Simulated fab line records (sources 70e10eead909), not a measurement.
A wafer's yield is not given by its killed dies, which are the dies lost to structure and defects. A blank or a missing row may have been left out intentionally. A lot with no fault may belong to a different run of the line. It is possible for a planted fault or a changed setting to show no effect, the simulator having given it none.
Which tool is to blame?	flow nandHarc	13 lots with 39 wafers sampled at 2 steps, on a route of 1302 steps

WHAT THE GAUGES READ, wafer by wafer
NHARC_P_GATE_OVL_MEAS_27.
lot	measured	on	overlayXNm (nm)	overlayYNm (nm)
L389	day 4 23:23	overlay-02	-0.4 -0.2 0.0	-0.4 0.2 -0.1
L390	day 5 15:26	overlay-01	-1.0 -0.4 -0.4	0.2 0.7 0.4
L391	day 5 18:25	overlay-02	0.7 0.9 0.7	-1.1 -0.7 -0.9
L392	day 6 10:20	overlay-01	0.9 1.4 0.8	0.0 -0.7 -0.2
L394	day 7 08:21	overlay-02	-1.3 -1.4 -1.7	0.3 0.5 0.4
L396	day 8 01:31	overlay-01	0.8 -0.2 0.5	1.4 1.9 1.5
L398	day 8 23:19	overlay-01	0.2 0.6 0.3	0.1 0.4 -0.5
L400	day 9 17:31	overlay-01	0.1 0.8 0.5	0.4 0.0 -0.1
L401	day 9 23:14	overlay-02	0.2 0.2 0.2	-0.4 0.1 0.3
L407	day 12 22:04	overlay-01	0.0 0.0 -0.5	-0.2 0.0 -0.4
L408	day 13 03:46	overlay-02	-0.3 0.2 0.3	0.1 -0.1 0.0
L409	day 13 03:32	overlay-02	0.4 0.6 0.6	-0.2 -0.1 0.0
L412	day 14 07:53	overlay-02	-0.6 -0.7 -0.7	-1.4 -1.2 -1.3

TOOL THAT RAN EACH LOT (tool first, then ch and the chambers of the sampled wafers, then the start)
lot	NHARC_P_STI_ETCH_31
L389	rieDiel-09 ch 0,1,3, day 4 23:23 or earlier
L390	rieDiel-10 ch 1,3, day 5 15:26 or earlier
L391	rieDiel-11 ch 2,3, day 5 18:25 or earlier
L392	rieDiel-11 ch 1,2,3, day 6 10:20 or earlier
L394	rieDiel-09 ch 1,2,3, day 7 08:21 or earlier
L396	rieDiel-11 ch 2,3, day 8 01:31 or earlier
L398	rieDiel-10 ch 0,2,3, day 8 23:19 or earlier
L400	rieDiel-09 ch 1,3, day 9 17:31 or earlier
L401	rieDiel-11 ch 0,3, day 9 23:14 or earlier
L407	rieDiel-10 ch 0,1,3, day 12 22:04 or earlier
L408	rieDiel-09 ch 2,3, day 13 03:46 or earlier
L409	rieDiel-10 ch 0,3, day 13 03:32 or earlier
L412	rieDiel-09 ch 0,2, day 14 07:53 or earlier
- NHARC_P_STI_ETCH_31: etches the open film in CF4/CHF3, target depth 108.9 nm, time 54.5 s.

AS READ BY THE TOOLS THEMSELVES (means over the sampled wafers that have a number; for cases with no such wafer, the mark the record gives instead)
NHARC_P_STI_ETCH_31.
lot	tool	cf4FlowSccm (sccm)	chamberPressureMTorr (mTorr)	drypumpMotorCurrentA (A)	oesProductAu (a.u.)	rfVppV (V)	showerheadPlenumPTorr (Torr)	throttleValvePct (%)
L389	rieDiel-09	100.0	25.009	5.62	0.969	370.0	1.57	16.801
L390	rieDiel-10	100.0	24.995	5.30	0.970	369.3	1.52	16.801
L391	rieDiel-11	100.1	25.008	5.78	0.945	368.4	1.51	16.805
L392	rieDiel-11	100.2	24.994	5.62	0.969	371.1	1.56	16.805
L394	rieDiel-09	99.6	25.010	5.82	0.961	370.7	1.56	16.792
L396	rieDiel-11	100.0	25.006	5.53	0.942	369.0	1.52	16.803
L398	rieDiel-10	100.0	24.991	5.52	0.970	370.0	1.57	16.802
L400	rieDiel-09	99.7	24.998	5.66	0.982	368.8	1.52	16.798
L401	rieDiel-11	100.1	24.995	5.89	0.960	368.7	1.51	16.799
L407	rieDiel-10	100.1	24.994	5.38	0.962	370.0	1.55	16.804
L408	rieDiel-09	100.0	24.996	5.98	0.975	371.5	1.60	16.811
L409	rieDiel-10	100.2	24.987	5.59	0.970	369.6	1.56	16.800
L412	rieDiel-09	99.8	25.012	5.81	0.916	371.3	1.59	16.808

THE ANSWER, worked out from the rows above alone
Rule: the lots themselves supply what counts as usual. The widest of any qualifying gaps counts: lots, ordered by their means at a reading, are off when they make up no more than a third of the lots, leave a main group of 4 or more, and stand apart from it by 3 or more times the standard deviation of that group's means. A main group is skipped when, at the precision printed for the reading in the tables above, its means are all equal. Also off: a lot with no number at a reading for which 4 or more lots have one. All remaining lots with rows at the step are treated as sound. After the gauges, taken in route order, come the tools' own readings; for these a lot's mean is taken, as printed above. The first step at which some lot is off is used, and at that step the reading that is off furthest; a lot without a number counts as furthest.
No lot is off at any reading shown: from this, nothing can be told.

WHAT WAS PUT IN BY THE SIMULATOR
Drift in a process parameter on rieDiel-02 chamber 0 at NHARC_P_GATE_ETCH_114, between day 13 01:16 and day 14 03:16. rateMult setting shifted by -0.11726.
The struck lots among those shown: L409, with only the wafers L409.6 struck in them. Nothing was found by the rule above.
